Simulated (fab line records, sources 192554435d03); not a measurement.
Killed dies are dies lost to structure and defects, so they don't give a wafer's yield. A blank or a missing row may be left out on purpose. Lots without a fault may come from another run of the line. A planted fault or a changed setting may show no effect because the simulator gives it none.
Which tool did it? | flow n5_finfet | 11 lots, 31 wafers sampled, at 5 steps of a route of 1938

WHAT THE GAUGES READ, wafer by wafer
N5_BEOL_M13_CD_MEAS_17: target cd 190 nm. Usual: cd_nm 189.6 nm, standard deviation 1.8.
lot  | measured     | on        | cd_nm (nm)        | flag
L896 | day 11 06:29 | cd_sem-03 | 189.5 188.6 189.0 |
L897 | day 12 12:51 | cd_sem-03 | 191.8 192.5 190.0 |
L898 | day 12 13:25 | cd_sem-02 | 190.0 188.1 191.1 |
L902 | day 13 14:17 | cd_sem-01 | 190.5 188.3 192.5 |
L905 | day 13 19:55 | cd_sem-03 | 188.3 186.0 188.3 |
L903 | day 14 01:19 | cd_sem-01 | 188.7 188.2 187.0 |
L906 | day 14 06:00 | cd_sem-01 | 185.0 185.8       |
L908 | day 14 19:59 | cd_sem-02 | 188.6 189.1 188.5 |
L909 | day 14 21:54 | cd_sem-02 | 190.2 188.7 190.7 |
L915 | day 16 18:08 | cd_sem-01 | 187.8 186.0 187.5 |
L916 | day 17 12:31 | cd_sem-01 | 189.8 189.0       |

N5_BEOL_M13_CD_MEAS_28: target cd 209.5 nm. Usual: cd_nm 208.6 nm, standard deviation 1.2.
lot  | measured     | on        | cd_nm (nm)        | flag
L896 | day 11 06:56 | cd_sem-03 | 206.8 207.9 208.8 |
L897 | day 12 13:11 | cd_sem-01 | 209.1 207.4 207.9 |
L898 | day 12 13:52 | cd_sem-01 | 207.1 210.6 208.7 |
L902 | day 13 14:36 | cd_sem-01 | 208.0 206.5 207.6 |
L905 | day 13 20:14 | cd_sem-01 | 207.7 208.6 209.8 |
L903 | day 14 01:40 | cd_sem-01 | 208.3 209.5 208.4 |
L906 | day 14 06:19 | cd_sem-03 | 210.2 209.4       |
L908 | day 14 20:19 | cd_sem-03 | 214.4 214.4 212.9 | OFF
L909 | day 14 22:22 | cd_sem-03 | 214.1 215.4 213.3 | OFF
L915 | day 16 18:35 | cd_sem-03 | 209.6 207.6 209.7 |
L916 | day 17 12:51 | cd_sem-03 | 209.6 209.1       |

N5_BEOL_M13_INSPECT_30: inspects for defects (macro). Usual: raw_defect_count 1.9, standard deviation 1.4.
lot  | measured     | on                | raw_defect_count | flag
L896 | day 11 06:59 | defect_inspect-02 | 3 2 4            |
L897 | day 12 13:14 | defect_inspect-01 | 1 2 2            |
L898 | day 12 13:56 | defect_inspect-01 | 2 3 4            |
L902 | day 13 14:40 | defect_inspect-02 | 4 3 0            |
L905 | day 13 20:17 | defect_inspect-02 | 1 3 2            |
L903 | day 14 01:43 | defect_inspect-01 | 0 4 2            |
L906 | day 14 06:23 | defect_inspect-01 | 1 2              |
L908 | day 14 20:22 | defect_inspect-01 | 2 2 0            |
L909 | day 14 22:25 | defect_inspect-02 | 1 3 2            |
L915 | day 16 18:38 | defect_inspect-01 | 1 2 3            |
L916 | day 17 12:54 | defect_inspect-02 | 2 3              |

WHICH TOOL RAN EACH LOT (tool, then ch and the chambers of the sampled wafers, then the start)
lot  | N5_BEOL_M13_VIA_ETCH_16            | N5_BEOL_M13_PEB_26
L896 | rie_diel-05 ch 0,3, day 11 05:57   | litho_track-03 ch 0, day 11 06:49
L897 | rie_diel-01 ch 0,1, day 12 12:25   | litho_track-02 ch 0, day 12 13:04
L898 | rie_diel-01 ch 0,3, day 12 12:57   | litho_track-02 ch 0, day 12 13:46
L902 | rie_diel-05 ch 1,2, day 13 13:50   | litho_track-01 ch 0, day 13 14:29
L905 | rie_diel-01 ch 1,2,3, day 13 19:28 | litho_track-02 ch 0, day 13 20:07
L903 | rie_diel-01 ch 0,1,3, day 14 00:52 | litho_track-01 ch 0, day 14 01:32
L906 | rie_diel-01 ch 0,3, day 14 05:33   | litho_track-01 ch 0, day 14 06:13
L908 | rie_diel-06 ch 0,1,3, day 14 19:33 | litho_track-01 ch 0, day 14 20:13
L909 | rie_diel-05 ch 0,2,3, day 14 21:28 | litho_track-01 ch 0, day 14 22:14
L915 | rie_diel-01 ch 1,2, day 16 17:41   | litho_track-02 ch 0, day 16 18:28
L916 | rie_diel-05 ch 0,2, day 17 12:05   | litho_track-02 ch 0, day 17 12:44
- N5_BEOL_M13_VIA_ETCH_16: etches SiOC in C4F8/O2/Ar, target depth 921.7 nm.
- N5_BEOL_M13_PEB_26: peb time 90 s.

WHAT THE TOOLS THEMSELVES READ (means of the sampled wafers that have a number; where no wafer has one, the mark that the record gives instead)
N5_BEOL_M13_VIA_ETCH_16. Usual: C4F8_flow_sccm 15.00 sccm, standard deviation 0.041; drypump_motor_current_A 5.7 A, standard deviation 0.31; mfc_ar_sccm 400.1 sccm, standard deviation 1.2; oes_product_au 0.73 a.u., standard deviation 0.085; rf_vpp_V 666.1 V, standard deviation 1.9; showerhead_plenum_p_Torr 3.44 Torr, standard deviation 0.068; throttle_valve_pct 24.11 %, standard deviation 0.17.
lot  | tool        | C4F8_flow_sccm (sccm) | drypump_motor_current_A (A) | mfc_ar_sccm (sccm) | oes_product_au (a.u.) | rf_vpp_V (V) | showerhead_plenum_p_Torr (Torr) | throttle_valve_pct (%) | flag
L896 | rie_diel-05 | 14.99                 | 5.7                         | 400.6              | 0.63                  | 665.4        | 3.44                            | 24.33                  |
L897 | rie_diel-01 | 15.00                 | 6.0                         | 400.3              | 0.83                  | 667.3        | 3.46                            | 24.13                  |
L898 | rie_diel-01 | 15.05                 | 5.9                         | 400.9              | 0.68                  | 667.0        | 3.49                            | 23.99                  |
L902 | rie_diel-05 | 15.01                 | 5.5                         | 400.9              | 0.72                  | 666.5        | 3.44                            | 24.11                  |
L905 | rie_diel-01 | 15.02                 | 5.7                         | 399.7              | 0.78                  | 666.0        | 3.44                            | 24.04                  |
L903 | rie_diel-01 | 15.03                 | 5.9                         | 400.2              | 0.74                  | 666.8        | 3.46                            | 24.07                  |
L906 | rie_diel-01 | 15.01                 | 5.9                         | 400.0              | 0.69                  | 667.5        | 3.46                            | 24.03                  |
L908 | rie_diel-06 | 14.97                 | 5.5                         | 399.9              | 0.71                  | 665.8        | 3.44                            | 24.17                  |
L909 | rie_diel-05 | 14.99                 | 5.7                         | 399.3              | 0.73                  | 666.1        | 3.45                            | 24.21                  |
L915 | rie_diel-01 | 14.97                 | 5.8                         | 400.2              | 0.79                  | 666.0        | 3.42                            | 24.14                  |
L916 | rie_diel-05 | 15.04                 | 5.8                         | 400.9              | 0.67                  | 667.9        | 3.49                            | 24.29                  |

N5_BEOL_M13_PEB_26. Usual: chill_plate_temp_C 23.00 C, standard deviation 0.1; exhaust_pa 45.1 Pa, standard deviation 0.94.
lot  | tool           | chill_plate_temp_C (C) | exhaust_pa (Pa) | flag
L896 | litho_track-03 | 23.04                  | 45.9            |
L897 | litho_track-02 | 22.80                  | 45.8            |
L898 | litho_track-02 | 22.97                  | 45.8            |
L902 | litho_track-01 | 22.98                  | 45.7            |
L905 | litho_track-02 | 23.07                  | 44.5            |
L903 | litho_track-01 | 22.90                  | 44.6            |
L906 | litho_track-01 | 23.00                  | 45.2            |
L908 | litho_track-01 | 23.06                  | 45.5            |
L909 | litho_track-01 | 23.02                  | 45.1            |
L915 | litho_track-02 | 23.12                  | 45.8            |
L916 | litho_track-02 | 22.93                  | 43.7            |

THE ANSWER, worked out from the rows above alone
Rule: a lot is off if the mean of its wafers that have a number lies more than 3 standard deviations from the usual mean. A lot without any number at a reading at which 4 lots or more have one is off too. The other lots that the step has rows for count as sound. The gauges are gone through in route order, then the tools' own readings, and for those a lot's mean is taken as printed above. The first step at which some lot is off is used, and at that step the reading that is off furthest; a lot without a number counts as furthest.
Off: L908, L909, at N5_BEOL_M13_CD_MEAS_28 (cd_nm).
A tool fits if, at a process step before that reading, it ran every lot that is off, and no sound lot after the first of them. The gauges at N5_BEOL_M13_CD_MEAS_28 are tried like those tools. One fits: litho_track-01 at N5_BEOL_M13_PEB_26. Its last sound lot is L906 (day 14 06:13), its first lot that is off L908 (day 14 20:13): a fault that began between those two fits.

WHAT THE SIMULATOR HAD PUT IN
Process parameter drift: litho_track-01, from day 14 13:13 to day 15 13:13, at N5_BEOL_M13_PEB_26. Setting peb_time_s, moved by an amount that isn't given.
Lots struck among those shown: L908, L909. The rule above found the same.
